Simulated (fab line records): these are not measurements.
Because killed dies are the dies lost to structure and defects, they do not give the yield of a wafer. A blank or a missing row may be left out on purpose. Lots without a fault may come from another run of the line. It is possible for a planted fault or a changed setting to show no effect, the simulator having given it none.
fab line records | flow nand-harc
record: lots: 14 | wafers: 42 | last-day: 25
route steps=1159 shown P_ZERO_WELL@4 P_STI@85 END@1159
lots that met no fault: taken from a fault-free run of the same line
start-h: hours from the record's opening day to when the first of the lot's shown wafers began | wait-h: how many hours have passed since the lot's step before this one | " repeats the value in the row above | L1.1+2: a single row standing in for several wafers | - value missing, or start not given | * or withheld: withheld | < > ~ a bound
route shown NAME@n: a module of which the file shows steps, and the number in the route of the first | usual: mean and standard deviation over wafers with no fault | same: alike in all rows | chamber/n: place in a boat | sites: per-site readings | _std_site: standard deviation of those values | _edge_site: mean of outer sites minus mean of inner sites | radius-mm: for every site, how far away it sits from the centre of the wafer | mask NAME#n: copy n | behind: the last tool/chamber to shape the wafer | hold: what put the lot on hold/how long, in hours/how the hold closed | device: whichever transistor did not switch (one of n, p or np) | end of line: tests of these same wafers at the route's end | a step given without rows: its recipe and nothing more | killed: dies that structure and defects cost at the first sort, which is not the same as the wafer's yield | map: shows each die of a wafer: x if killed, . if not, _ if none is there
set.NAME: the run value of the setting; set.NAME@STEP: its run value at that earlier step | model.NAME: the simulator's own value behind a step, which no gauge read
a sample of lots followed through the steps of the route, with each step as a table and each wafer as a row
services: when a tool's chamber went out of use (start-h, in hours from the record's first day, below 0 if earlier), for how many hours, and the reason
== steps ==
step: NHARC_P_ZERO_WELL_PECVD_02
recipe: target-thk-a: 100 | temp-c: 400 | pressure-torr: 6.5 | rf-w: withheld | teos-flow-sccm: withheld | flow-sccm: 2650 | target-thk-nm: 10 | gas: O2 | material: SiO2
lot.wafer  | tool     | chamber | start-h | wait-h
L737.1+2+3 | pecvd-03 | 0,2,2   | 12.44   | -
L738.1+3+5 | pecvd-03 | 2,0,0   | 18.50   | -
L740.2+4+5 | pecvd-02 | 1,0,1   | 30.60   | -
L744.3+1+5 | pecvd-02 | 0,1,1   | 54.45   | -
L748.1+3+6 | pecvd-03 | 0,1,0   | 78.45   | -
L749.2+1+4 | pecvd-03 | 0,2,0   | 84.44   | -
L751.3+1+4 | pecvd-02 | 1,2,2   | 96.48   | -
L752.2+5+4 | pecvd-02 | 2,1,2   | 102.48  | -
L753.2+5+4 | pecvd-02 | 2,1,0   | 108.50  | -
L754.1+5+4 | pecvd-02 | 2,0,2   | 114.78  | -
L755.1+3+5 | pecvd-01 | 2,0,0   | 120.55  | -
L757.2+1+5 | pecvd-01 | 2,1,0   | 132.51  | -
L759.3+1+2 | pecvd-02 | 2,0,1   | 144.45  | -
L760.2+4+6 | pecvd-02 | 0,0,1   | 150.55  | -
step: NHARC_P_ZERO_WELL_CD_MEAS_11
recipe: target-cd-nm: 500 | landing-energy-ev: 500
usual: cd-nm: 500.6/1.6
lot.wafer | tool      | chamber | start-h | wait-h | cd-nm
L737.1    | cd-sem-03 | 0       | 13.36   | -      | 499.6
L737.2    | "         | 0       | "       | "      | 499.8
L737.3    | "         | 0       | "       | "      | 497.9
L738.1    | cd-sem-02 | 0       | 19.35   | -      | 500.8
L738.3    | "         | 0       | "       | "      | 502.9
L738.5    | "         | 0       | "       | "      | 500.8
L740.2    | cd-sem-01 | 0       | 31.32   | -      | 502.0
L740.4    | "         | 0       | "       | "      | 500.0
L740.5    | "         | 0       | "       | "      | 498.5
L744.1    | cd-sem-01 | 0       | 55.24   | -      | 500.1
L744.3    | "         | 0       | "       | "      | 498.6
L744.5    | "         | 0       | "       | "      | 501.0
L748.1    | cd-sem-01 | 0       | 79.12   | -      | 502.1
L748.3    | "         | 0       | "       | "      | 501.9
L748.6    | "         | 0       | "       | "      | 500.1
L749.1    | cd-sem-01 | 0       | 85.11   | -      | 499.7
L749.2    | "         | 0       | "       | "      | 500.9
L749.4    | "         | 0       | "       | "      | 500.8
L751.1    | cd-sem-01 | 0       | 97.24   | -      | 500.4
L751.3    | "         | 0       | "       | "      | 501.3
L751.4    | "         | 0       | "       | "      | 500.1
L752.2    | cd-sem-03 | 0       | 103.24  | -      | 500.7
L752.4    | "         | 0       | "       | "      | 501.5
L752.5    | "         | 0       | "       | "      | 502.0
L753.2    | cd-sem-03 | 0       | 109.26  | -      | 501.0
L753.4    | "         | 0       | "       | "      | 499.2
L753.5    | "         | 0       | "       | "      | 500.9
L754.1    | cd-sem-03 | 0       | 115.49  | -      | 498.2
L754.4    | "         | 0       | "       | "      | 499.3
L754.5    | "         | 0       | "       | "      | 499.9
L755.1    | cd-sem-03 | 0       | 121.18  | -      | 500.3
L755.3    | "         | 0       | "       | "      | 502.5
L755.5    | "         | 0       | "       | "      | 500.0
L757.1    | cd-sem-02 | 0       | 133.30  | -      | 502.4
L757.2    | "         | 0       | "       | "      | 501.9
L757.5    | "         | 0       | "       | "      | 500.9
L759.1    | cd-sem-02 | 0       | 145.15  | -      | 502.0
L759.2    | "         | 0       | "       | "      | 501.8
L759.3    | "         | 0       | "       | "      | 500.7
L760.2    | cd-sem-03 | 0       | 151.34  | -      | 499.6
L760.4    | "         | 0       | "       | "      | 498.6
L760.6    | "         | 0       | "       | "      | 503.6
step: NHARC_P_ZERO_WELL_INSPECT_43
usual: raw-defect-count: 13/5.7
lot.wafer | tool              | chamber | start-h | wait-h | raw-defect-count
L737.1    | defect-inspect-02 | -       | 19.76   | 0.6    | 15
L737.2    | "                 | -       | "       | "      | 17
L737.3    | "                 | -       | "       | "      | 17
L738.1    | defect-inspect-01 | -       | 25.57   | 0.6    | 11
L738.3    | "                 | -       | "       | "      | 13
L738.5    | "                 | -       | "       | "      | 7
L740.2    | defect-inspect-01 | -       | 37.72   | 0.5    | 15
L740.4    | "                 | -       | "       | "      | 12
L740.5    | "                 | -       | "       | "      | 17
L744.1    | defect-inspect-01 | -       | 61.55   | 0.6    | 19
L744.3    | "                 | -       | "       | "      | 15
L744.5    | "                 | -       | "       | "      | 10
L748.1    | defect-inspect-01 | -       | 85.21   | 0.6    | 58
L748.3    | "                 | -       | "       | "      | 3
L748.6    | "                 | -       | "       | "      | 54
L749.1    | defect-inspect-02 | -       | 91.35   | 0.6    | 9
L749.2    | "                 | -       | "       | "      | 53
L749.4    | "                 | -       | "       | "      | 46
L751.1    | defect-inspect-02 | -       | 103.59  | 0.6    | 12
L751.3    | "                 | -       | "       | "      | 17
L751.4    | "                 | -       | "       | "      | 23
L752.2    | defect-inspect-02 | -       | 109.62  | 0.5    | 13
L752.4    | "                 | -       | "       | "      | 8
L752.5    | "                 | -       | "       | "      | 10
L753.2    | defect-inspect-02 | -       | 115.61  | 0.5    | 13
L753.4    | "                 | -       | "       | "      | 11
L753.5    | "                 | -       | "       | "      | 12
L754.1    | defect-inspect-01 | -       | 121.81  | 0.6    | 15
L754.4    | "                 | -       | "       | "      | 13
L754.5    | "                 | -       | "       | "      | 10
L755.1    | defect-inspect-01 | -       | 127.77  | 0.6    | 7
L755.3    | "                 | -       | "       | "      | 13
L755.5    | "                 | -       | "       | "      | 7
L757.1    | defect-inspect-02 | -       | 139.67  | 0.6    | 7
L757.2    | "                 | -       | "       | "      | 7
L757.5    | "                 | -       | "       | "      | 4
L759.1    | defect-inspect-01 | -       | 151.53  | 0.6    | 16
L759.2    | "                 | -       | "       | "      | 10
L759.3    | "                 | -       | "       | "      | 8
L760.2    | defect-inspect-02 | -       | 157.62  | 0.5    | 16
L760.4    | "                 | -       | "       | "      | 22
L760.6    | "                 | -       | "       | "      | 21
step: NHARC_P_STI_INSPECT_11
usual: raw-defect-count: 5.7/2.9
lot.wafer | tool              | chamber | start-h | wait-h | raw-defect-count
L737.1    | defect-inspect-01 | -       | 39.06   | 0.0    | 16
L737.2    | "                 | -       | "       | "      | 10
L737.3    | "                 | -       | "       | "      | 6
L738.1    | defect-inspect-01 | -       | 41.67   | 0.0    | 3
L738.3    | "                 | -       | "       | "      | 6
L738.5    | "                 | -       | "       | "      | 5
L740.2    | defect-inspect-02 | -       | 53.86   | 0.0    | 8
L740.4    | "                 | -       | "       | "      | 7
L740.5    | "                 | -       | "       | "      | 6
L744.1    | defect-inspect-02 | -       | 76.18   | 0.0    | 11
L744.3    | "                 | -       | "       | "      | 4
L744.5    | "                 | -       | "       | "      | 2
L748.1    | defect-inspect-02 | -       | 103.88  | 0.0    | 55
L748.3    | "                 | -       | "       | "      | 6
L748.6    | "                 | -       | "       | "      | 42
L749.1    | defect-inspect-02 | -       | 103.92  | 0.0    | 7
L749.2    | "                 | -       | "       | "      | 45
L749.4    | "                 | -       | "       | "      | 44
L751.1    | defect-inspect-01 | -       | 118.86  | 0.0    | 4
L751.3    | "                 | -       | "       | "      | 2
L751.4    | "                 | -       | "       | "      | 4
L752.2    | defect-inspect-02 | -       | 126.15  | 0.0    | 5
L752.4    | "                 | -       | "       | "      | 8
L752.5    | "                 | -       | "       | "      | 6
L753.2    | defect-inspect-02 | -       | 131.00  | 0.0    | 3
L753.4    | "                 | -       | "       | "      | 4
L753.5    | "                 | -       | "       | "      | 8
L754.1    | defect-inspect-02 | -       | 137.29  | 0.0    | 6
L754.4    | "                 | -       | "       | "      | 3
L754.5    | "                 | -       | "       | "      | 4
L755.1    | defect-inspect-01 | -       | 145.49  | 0.0    | 4
L755.3    | "                 | -       | "       | "      | 1
L755.5    | "                 | -       | "       | "      | 4
L757.1    | defect-inspect-01 | -       | 156.37  | 0.0    | 1
L757.2    | "                 | -       | "       | "      | 6
L757.5    | "                 | -       | "       | "      | 6
L759.1    | defect-inspect-02 | -       | 168.99  | 0.0    | 7
L759.2    | "                 | -       | "       | "      | 3
L759.3    | "                 | -       | "       | "      | 3
L760.2    | defect-inspect-01 | -       | 176.12  | 0.0    | 8
L760.4    | "                 | -       | "       | "      | 4
L760.6    | "                 | -       | "       | "      | 5
step: NHARC_P_STI_CD_MEAS_16
usual: cd-nm: 200.3/2.6
lot.wafer | tool      | chamber | start-h | wait-h | cd-nm
L737.1    | cd-sem-01 | -       | 39.63   | -      | 200.5
L737.2    | "         | -       | "       | "      | 198.0
L737.3    | "         | -       | "       | "      | 200.2
L738.1    | cd-sem-02 | -       | 42.27   | -      | 199.1
L738.3    | "         | -       | "       | "      | 201.9
L738.5    | "         | -       | "       | "      | 206.0
L740.2    | cd-sem-03 | -       | 54.44   | -      | 200.3
L740.4    | "         | -       | "       | "      | 200.3
L740.5    | "         | -       | "       | "      | 202.4
L744.1    | cd-sem-02 | -       | 76.75   | -      | 201.5
L744.3    | "         | -       | "       | "      | 198.4
L744.5    | "         | -       | "       | "      | 201.5
L748.1    | cd-sem-02 | -       | 104.45  | -      | 198.3
L748.3    | "         | -       | "       | "      | 199.9
L748.6    | "         | -       | "       | "      | 195.4
L749.1    | cd-sem-02 | -       | 104.52  | -      | 202.4
L749.2    | "         | -       | "       | "      | 197.4
L749.4    | "         | -       | "       | "      | 199.8
L751.1    | cd-sem-01 | -       | 119.43  | -      | 203.0
L751.3    | "         | -       | "       | "      | 199.2
L751.4    | "         | -       | "       | "      | 198.1
L752.2    | cd-sem-03 | -       | 126.73  | -      | 196.2
L752.4    | "         | -       | "       | "      | 197.9
L752.5    | "         | -       | "       | "      | 193.8
L753.2    | cd-sem-01 | -       | 131.58  | -      | 200.8
L753.4    | "         | -       | "       | "      | 198.1
L753.5    | "         | -       | "       | "      | 202.6
L754.1    | cd-sem-03 | -       | 137.87  | -      | 198.9
L754.4    | "         | -       | "       | "      | 203.9
L754.5    | "         | -       | "       | "      | 199.6
L755.1    | cd-sem-01 | -       | 146.07  | -      | 202.9
L755.3    | "         | -       | "       | "      | 208.4
L755.5    | "         | -       | "       | "      | 207.7
L757.1    | cd-sem-02 | -       | 156.98  | -      | 199.3
L757.2    | "         | -       | "       | "      | 199.9
L757.5    | "         | -       | "       | "      | 200.5
L759.1    | cd-sem-01 | -       | 169.56  | -      | 202.3
L759.2    | "         | -       | "       | "      | 202.6
L759.3    | "         | -       | "       | "      | 202.7
L760.2    | cd-sem-02 | -       | 176.70  | -      | 200.7
L760.4    | "         | -       | "       | "      | 201.9
L760.6    | "         | -       | "       | "      | 199.7
step: NHARC_END_SORT_01
recipe: temp-c: 25
usual: killed-at-array: 26/10 | killed-at-other: 0.8/1.1 | killed-at-periphery: 3.3/2.6 | killed-dies: 30/11 | killed-open: 3.4/1.8 | killed-short: 2.0/1.3
same: gross-dies: 677
lot.wafer | tool      | chamber | start-h | wait-h | killed-at-array | killed-at-other | killed-at-periphery | killed-dies | killed-open | killed-short
L749.1    | prober-01 | 0       | 498.99  | 2.5    | 15              | 0               | 1                   | 16          | 6           | 0
L749.2    | prober-01 | 0       | 499.78  | 2.8    | 9               | 0               | 30                  | 39          | 4           | 0
L749.4    | prober-01 | 0       | 501.37  | 3.4    | 15              | 0               | 27                  | 42          | 6           | 3
L748.1    | prober-01 | 0       | 514.63  | 2.5    | 30              | 1               | 21                  | 52          | 5           | 3
L748.3    | prober-01 | 0       | 516.23  | 3.1    | 47              | 0               | 2                   | 49          | 3           | 2
L748.6    | prober-01 | 0       | 518.63  | 4.0    | 31              | 0               | 19                  | 50          | 3           | 3
killed by level:class
L749.1 A_CHANNEL_HOLE_D1:chamber-film-flake=7 A_CHANNEL_FILL_D1:geometric-particle:open=2 A_ONON_D1:geometric-particle:open=1 A_CHANNEL_HOLE_D1:geometric-particle:open=1 A_WL_FILL:geometric-particle:open=1 A_CONTACT:geometric-particle:open=1 P_ZERO_WELL:chamber-film-flake=1 A_ZERO_WELL:chamber-film-flake=1
L749.2 P_ZERO_WELL:unspecified=29 A_CHANNEL_HOLE_D1:chamber-film-flake=4 A_CONTACT:geometric-particle:open=3 A_M0:geometric-particle:open=1 P_ZERO_WELL:chamber-film-flake=1 A_CONTACT:chamber-film-flake=1
L749.4 P_ZERO_WELL:unspecified=22 A_CHANNEL_HOLE_D1:chamber-film-flake=6 A_CONTACT:chamber-film-flake=4 P_CONTACT:geometric-particle:open=2 P_CONTACT:geometric-particle:short=1 P_M1:geometric-particle:open=1 A_CHANNEL_HOLE_D1:geometric-particle:short=1 A_CHANNEL_HOLE_D1:geometric-particle:open=1
L748.1 P_ZERO_WELL:unspecified=20 A_SLIT:chamber-film-flake=14 A_CHANNEL_HOLE_D1:chamber-film-flake=4 A_CONTACT:geometric-particle:open=2 A_BLC:geometric-particle:open=2 A_STAIRCASE:chamber-film-flake=2 A_CONTACT:chamber-film-flake=2 P_M2:geometric-particle:short=1
L748.3 A_SLIT:chamber-film-flake=16 A_CHANNEL_HOLE_D1:chamber-film-flake=15 A_CONTACT:chamber-film-flake=9 A_ZERO_WELL:chamber-film-flake=2 A_STAIRCASE:chamber-film-flake=2 P_CONTACT:geometric-particle:short=1 P_M0:geometric-particle:open=1 A_ONON_D1:geometric-particle:open=1
L748.6 P_ZERO_WELL:unspecified=17 A_CHANNEL_HOLE_D1:chamber-film-flake=11 A_SLIT:chamber-film-flake=10 A_CONTACT:chamber-film-flake=4 A_STAIRCASE:chamber-film-flake=2 P_M0:geometric-particle:open=1 P_M1:geometric-particle:short=1 A_ONON_D1:geometric-particle:open=1
== services ==
tool     | chamber | start-h | hours | kind
pecvd-03 | 1       | 4.68    | 20.1  | repair
pecvd-01 | -       | 56.88   | 13.0  | pm
pecvd-01 | 0       | 56.88   | 13.0  | vent-cycle
pecvd-01 | 1       | 56.88   | 13.0  | vent-cycle
pecvd-01 | 2       | 56.88   | 13.0  | vent-cycle
pecvd-01 | 0       | 69.88   | -     | clean
pecvd-01 | 1       | 69.88   | -     | clean
pecvd-01 | 2       | 69.88   | -     | clean
pecvd-02 | -       | 91.90   | 0.8   | repair
pecvd-03 | -       | 111.00  | 13.0  | pm
pecvd-03 | 0       | 111.00  | 13.0  | vent-cycle
pecvd-03 | 1       | 111.00  | 13.0  | vent-cycle
pecvd-03 | 2       | 111.00  | 13.0  | vent-cycle
pecvd-03 | 0       | 124.00  | -     | clean
pecvd-03 | 1       | 124.00  | -     | clean
pecvd-03 | 2       | 124.00  | -     | clean
== key ==
first-sign: step: NHARC_P_ZERO_WELL_INSPECT_43 | reading: raw-defect-count | direction: up | sigmas: 7 | usual: 13 | struck: 53
effect: step: NHARC_P_STI_INSPECT_11 | reading: raw-defect-count | direction: up | sigmas: 14 | usual: 5.7 | struck: 46.5
effect: step: NHARC_END_SORT_01 | reading: killed-at-periphery | direction: up | sigmas: 8.1 | usual: 3.3 | struck: 24.2
more-kills-born-at: NHARC_P_ZERO_WELL_PECVD_02@pecvd-03: 88
met-at NHARC_P_ZERO_WELL_PECVD_02
struck-lots L748,L749
struck-wafers L748.1,L748.6,L749.2,L749.4
tester-left-out L748,L749
not-acting-at NHARC_P_ZERO_WELL_CD_MEAS_11,NHARC_P_STI_CD_MEAS_16
onset-between 18.50 78.45
fault: kind: chamber-particle-source | tool: pecvd-03 | chamber: 0 | onset-h: 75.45 | steps: NHARC_P_ZERO_WELL_PECVD_02 | rate-per-visit-cm2: 0.059268 | end-h: 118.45
tester-left-out: of these lots the tester's yield and bins aren't shown, on N5 and GAA mostly nor the transistor test; their killed dies are dies lost to structure and defects alone, not to doping, threshold or leakage, so they don't give the yield
